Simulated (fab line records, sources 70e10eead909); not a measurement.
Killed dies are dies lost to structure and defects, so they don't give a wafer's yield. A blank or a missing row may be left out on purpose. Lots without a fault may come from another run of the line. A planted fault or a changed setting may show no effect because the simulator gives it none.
Which tool did it? | flow nand_harc | 13 lots, 39 wafers sampled, at 5 steps of a route of 1302

WHAT THE GAUGES READ, wafer by wafer
NHARC_P_ZERO_WELL_CD_MEAS_37: target cd 720 nm.
lot  | measured     | on        | cd_nm (nm)
L663 | day 2 00:05  | cd_sem-01 | 720.2 716.2 717.7
L664 | day 2 09:59  | cd_sem-01 | 718.6 716.9 718.3
L665 | day 2 19:58  | cd_sem-01 | 717.7 717.4 717.5
L666 | day 3 06:07  | cd_sem-02 | 720.2 717.3 718.8
L667 | day 3 16:19  | cd_sem-01 | 720.7 720.6 719.0
L671 | day 5 08:15  | cd_sem-02 | 698.6 695.7 697.5
L680 | day 9 02:07  | cd_sem-03 | 720.6 719.3 720.3
L681 | day 9 11:58  | cd_sem-01 | 719.0 717.8 716.2
L682 | day 9 22:05  | cd_sem-01 | 717.3 717.6 719.2
L683 | day 10 09:34 | cd_sem-03 | 718.4 719.0 721.5
L684 | day 10 18:06 | cd_sem-02 | 718.9 718.3 721.6
L685 | day 11 04:05 | cd_sem-03 | 722.7 718.1 719.1
L686 | day 11 14:06 | cd_sem-02 | 719.4 717.6 716.2

NHARC_P_ZERO_WELL_CD_MEAS_52: target cd 2000 nm.
lot  | measured     | on        | cd_nm (nm)
L663 | day 2 01:36  | cd_sem-02 | 2000.3 2000.0 2001.3
L664 | day 2 11:31  | cd_sem-02 | 1998.4 1998.2 2001.7
L665 | day 2 21:36  | cd_sem-01 | 1998.2 1999.7 2000.2
L666 | day 3 07:46  | cd_sem-03 | 2001.7 1999.6 1999.5
L667 | day 3 17:58  | cd_sem-01 | 2001.6 1999.7 2002.3
L671 | day 5 09:46  | cd_sem-02 | 2001.8 1997.4 2001.5
L680 | day 9 03:38  | cd_sem-03 | 2000.9 1998.2 1999.1
L681 | day 9 13:36  | cd_sem-01 | 1999.0 1998.7 2001.3
L682 | day 9 23:44  | cd_sem-01 | 1997.3 1998.6 1999.1
L683 | day 10 11:13 | cd_sem-03 | 1999.2 1999.0 2000.9
L684 | day 10 19:44 | cd_sem-01 | 1999.9 1999.7 1998.0
L685 | day 11 05:43 | cd_sem-01 | 2000.8 1999.7 2002.9
L686 | day 11 15:44 | cd_sem-02 | 2001.6 2000.8 2001.9

NHARC_P_STI_OVL_MEAS_10.
lot  | measured     | on         | overlay_x_nm (nm) | overlay_y_nm (nm)
L663 | day 3 06:51  | overlay-01 | -8 -7 -7          | 10 10 10
L664 | day 3 06:41  | overlay-02 | -14 -14 -14       | 6 7 6
L665 | day 3 16:36  | overlay-01 | -4 -5 -5          | -5 -6 -5
L666 | day 4 03:51  | overlay-01 | 6 6 6             | -2 -1 -1
L667 | day 4 13:53  | overlay-01 | 17 16 16          | -1 -1 -1
L671 | day 6 03:32  | overlay-01 | 4 4 4             | -4 -4 -4
L680 | day 9 20:51  | overlay-02 | 3 3 3             | 1 1 1
L681 | day 10 07:30 | overlay-01 | 0 0 0             | -6 -6 -6
L682 | day 10 17:04 | overlay-02 | -11 -10 -10       | 2 2 2
L683 | day 11 04:19 | overlay-01 | -8 -8 -8          | -3 -3 -3
L684 | day 11 14:28 | overlay-02 | 3 3 3             | 3 4 3
L685 | day 12 01:35 | overlay-02 | 0 0 0             | -1 0 0
L686 | day 12 12:17 | overlay-01 | 3 3 4             | 5 5 5

NHARC_P_STI_CD_MEAS_16.
lot  | measured     | on        | cd_nm (nm)
L663 | day 3 07:30  | cd_sem-02 | 199.6 195.5 200.1
L664 | day 3 07:19  | cd_sem-01 | 205.2 199.1 203.7
L665 | day 3 17:13  | cd_sem-02 | 200.0 202.6 200.1
L666 | day 4 04:28  | cd_sem-02 | 198.6 200.2 199.9
L667 | day 4 14:29  | cd_sem-01 | 193.2 196.0 193.2
L671 | day 6 04:09  | cd_sem-01 | 201.6 197.7 198.8
L680 | day 9 21:28  | cd_sem-01 | 200.2 199.3 202.6
L681 | day 10 08:08 | cd_sem-01 | 200.5 202.3 199.4
L682 | day 10 17:41 | cd_sem-03 | 194.0 197.7 196.1
L683 | day 11 04:55 | cd_sem-03 | 202.1 196.6 195.3
L684 | day 11 15:04 | cd_sem-02 | 198.6 194.7 196.6
L685 | day 12 02:11 | cd_sem-02 | 196.1 200.5 197.1
L686 | day 12 12:54 | cd_sem-02 | 193.6 198.3 196.2

WHICH TOOL RAN EACH LOT (tool, then ch and the chambers of the sampled wafers, then the start)
lot  | NHARC_P_ZERO_WELL_EXPOSE_34
L663 | krf_scanner-03 ch 0, day 1 23:56
L664 | krf_scanner-04 ch 0, day 2 09:50
L665 | krf_scanner-04 ch 0, day 2 19:49
L666 | krf_scanner-02 ch 0, day 3 05:58
L667 | krf_scanner-04 ch 0, day 3 16:10
L671 | krf_scanner-04 ch 0, day 5 08:06
L680 | krf_scanner-04 ch 0, day 9 01:58
L681 | krf_scanner-03 ch 0, day 9 11:49
L682 | krf_scanner-02 ch 0, day 9 21:57
L683 | krf_scanner-04 ch 0, day 10 09:25
L684 | krf_scanner-03 ch 0, day 10 17:56
L685 | krf_scanner-02 ch 0, day 11 03:56
L686 | krf_scanner-02 ch 0, day 11 13:57
- NHARC_P_ZERO_WELL_EXPOSE_34: exposes mask P PWELL, target cd 720 nm.

WHAT THE TOOLS THEMSELVES READ (means of the sampled wafers that have a number; where no wafer has one, the mark that the record gives instead)
NHARC_P_ZERO_WELL_EXPOSE_34.
lot  | tool           | reticle_temp_C (C)
L663 | krf_scanner-03 | 22.88
L664 | krf_scanner-04 | 23.09
L665 | krf_scanner-04 | 23.03
L666 | krf_scanner-02 | 23.21
L667 | krf_scanner-04 | 23.00
L671 | krf_scanner-04 | 23.01
L680 | krf_scanner-04 | 23.00
L681 | krf_scanner-03 | 23.06
L682 | krf_scanner-02 | 23.01
L683 | krf_scanner-04 | 22.95
L684 | krf_scanner-03 | 22.99
L685 | krf_scanner-02 | 23.05
L686 | krf_scanner-02 | 22.98

THE ANSWER, worked out from the rows above alone
Rule: what is usual is taken from the lots themselves. Put in order of their means at a reading, lots are off if they are a third of the lots or fewer, leave a main group of 4 or more, and stand apart from it by a gap of 3 or more times the standard deviation of the main group's means; of several such gaps the widest counts. A main group whose means are all the same, to the digits that the tables above print for the reading, isn't used. A lot without any number at a reading at which 4 lots or more have one is off too. The other lots that the step has rows for count as sound. The gauges are gone through in route order, then the tools' own readings, and for those a lot's mean is taken as printed above. The first step at which some lot is off is used, and at that step the reading that is off furthest; a lot without a number counts as furthest.
Off: L671, at NHARC_P_ZERO_WELL_CD_MEAS_37 (cd_nm). The main group: mean 718.8 nm, standard deviation 1.
A tool fits if, at a process step before that reading, it ran every lot that is off, and no sound lot after the first of them. The gauges at NHARC_P_ZERO_WELL_CD_MEAS_37 are tried like those tools. None of those tried fits.

WHAT THE SIMULATOR HAD PUT IN
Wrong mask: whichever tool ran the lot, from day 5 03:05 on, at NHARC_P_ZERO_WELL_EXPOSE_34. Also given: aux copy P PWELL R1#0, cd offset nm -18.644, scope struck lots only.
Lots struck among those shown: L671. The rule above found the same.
